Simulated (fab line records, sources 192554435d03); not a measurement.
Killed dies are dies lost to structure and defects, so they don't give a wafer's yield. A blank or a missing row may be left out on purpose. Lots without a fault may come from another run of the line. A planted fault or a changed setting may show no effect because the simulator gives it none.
Problem report in the 8D (eight disciplines) form, filled by code | flow n5_finfet | the parts of the form that need people (team, actions taken, sign-off) are left out

1. THE PROBLEM
barrier_field_endpoint_s at N5_BEOL_M15_CMP_49 reads a mean of 9.87 s on 2 wafers of 2 lots; wafers without a fault read 11.37 s with a standard deviation of 0.24. That is -6.3 standard deviations from the usual mean.
The step: polishes, stops on SiO2, t overpolish 4.9 s, target thk 850 nm.
First seen on wafer L988.4, day 14 17:52, on cmp-01. The record holds 29 wafers of 10 lots with a number at this step. Rule for "out", or "out of limits": more than 4 standard deviations from the usual mean. The other wafers with a number count as sound.

2. WHAT IT IS AND WHAT IT IS NOT
question                    | is                       | is not
which readings at this step | barrier_field_endpoint_s | clearing_platen_rpm, edge_zone_pressure_frac, head_pressure_psi, motor_current_A, slurry_flow_ml_min
which lots                  | L988, L995               | L100, L102, L104, L105, L106, L107, L987, L997
which wafers of those lots  | L988.4, L995.3           | L988.5, L995.2, L995.5
read on which tools         | cmp-01, cmp-02           | cmp-04
when                        | from day 14 17:52        | up to then (4 sound wafers); but 23 sound wafers of L100, L102, L104, L105, L106, L107, L995, L997 came after

3. SUSPECTS, AND WHAT RULES EACH OUT
Counting: a tool at a process step up to the reading stays a suspect if it ran every lot that is out. Sound lots after the first of them don't rule it out here, since some wafers of a struck lot are sound.
- pvd_sputter-02 at N5_BEOL_M15_SPUTTER_43 (material TaN, target thk 15 nm, time 24.19 s): kept. It ran every lot that is out, first L988 (day 14 16:58); its last sound lot up to then is L987 (day 13 19:54).
Left after counting: pvd_sputter-02 at N5_BEOL_M15_SPUTTER_43.

4. THE CAUSE (what the simulator had put in)
Process parameter drift: pvd_sputter-02, from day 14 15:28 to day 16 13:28, at N5_BEOL_M15_SPUTTER_43. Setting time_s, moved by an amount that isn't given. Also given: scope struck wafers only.
Counting left only this tool.

5. THE CHAIN OF EFFECTS, in route order
Each row: a reading whose mean over the struck wafers that have a number lies more than 3 standard deviations from the usual. Only readings for which the record gives a usual standard deviation are gone through. hours: the time from each lot's start at the first step in this table that gives one to its start at this step, as a median over the lots. sigmas: the change in usual standard deviations.
hours | step               | reading                  | usual   | on struck wafers | change | sigmas
0     | N5_BEOL_M15_CMP_49 | barrier_field_endpoint_s | 11.37 s | 9.87             | -1.50  | -6.3
The process steps in it:
- N5_BEOL_M15_CMP_49: polishes, stops on SiO2, t overpolish 4.9 s, target thk 850 nm.

6. WHAT WOULD HAVE CAUGHT IT SOONER
In this record the first reading out of limits was taken at day 14 17:52, 2 hours after the fault began at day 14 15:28.
Of the tool readings at N5_BEOL_M15_SPUTTER_43 for which the record gives a usual standard deviation, none was out on any struck wafer, so an alarm limit of 4 standard deviations on them would not have fired.
Of the lots that are out (2), L995 began N5_BEOL_M15_SPUTTER_43 on pvd_sputter-02 after day 14 17:52. A hold on the tool at that time would have spared it.
